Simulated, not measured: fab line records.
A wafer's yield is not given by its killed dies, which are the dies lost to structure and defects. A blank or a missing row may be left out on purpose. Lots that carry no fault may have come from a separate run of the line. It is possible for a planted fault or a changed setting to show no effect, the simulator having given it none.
Chamber matching -- flow nand_harc -- 3 sister chambers for NHARC_A_DECK1_JOINT_DEP_16 on pecvd-01
The step deposits SiO2, target thk 45 nm. 20 wafers are shown with their chamber, then 10 later ones without.

## WAFERS PAIRED WITH THEIR CHAMBERS
wafer,chamber,throttle_valve_pct (%),heater_power_w (W)
L076.4,1,16.0,514
L076.5,0,16.4,488
L076.6,2,16.7,540
L077.1,0,16.5,444
L077.2,1,16.0,458
L077.4,0,16.3,440
L080.1,0,16.4,484
L080.4,0,16.4,484
L080.5,1,15.4,493
L079.1,2,16.7,533
L079.3,1,15.3,384
L079.5,0,16.1,448
L081.1,1,15.4,519
L081.2,0,16.6,451
L081.4,1,15.3,509
L086.3,0,16.5,493
L086.4,1,15.7,398
L086.6,2,16.8,525
L087.2,1,15.7,461
L087.4,1,15.5,449

SIGNATURES (averages over the wafers above)
reading,chamber 0,chamber 1,chamber 2,scatter within a chamber
throttle_valve_pct,16.400,15.589,16.733,0.214
heater_power_w,466.50,465.00,532.67,36.9
Rule: distance of a wafer from a chamber = root of the sum over the readings of ((wafer's reading minus chamber's mean) / reading's scatter) squared. The wafer belongs to the nearest chamber; if the next one is less than 2 further off, it can't be placed. How the scatter is found: for the shown wafers, subtract from each reading the mean of its chamber, square and add these, divide the total by (wafers less chambers), then take the root.

## WAFERS WHOSE CHAMBER IS MISSING
wafer,throttle_valve_pct (%),heater_power_w (W)
L087.6,16.7,513
L090.1,16.8,438
L090.2,16.7,488
L090.6,16.9,437
L094.1,15.6,444
L094.3,16.7,490
L094.4,15.7,443
L095.1,15.6,454
L095.2,16.5,529
L095.6,15.5,441

## WHICH CHAMBER EACH WENT THROUGH
wafer,from the rows above,in truth
L087.6,can't be placed: 2 or 0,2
L090.1,can't be placed: 0 or 2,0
L090.2,can't be placed: 2 or 0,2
L090.6,can't be placed: 0 or 2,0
L094.1,1,1
L094.3,can't be placed: 2 or 0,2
L094.4,1,1
L095.1,1,1
L095.2,can't be placed: 2 or 0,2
L095.6,1,1
4 of 10 placed correctly. Not placeable from these rows: 6 (in 6, the candidates include the true chamber). Number placed wrongly: 0.
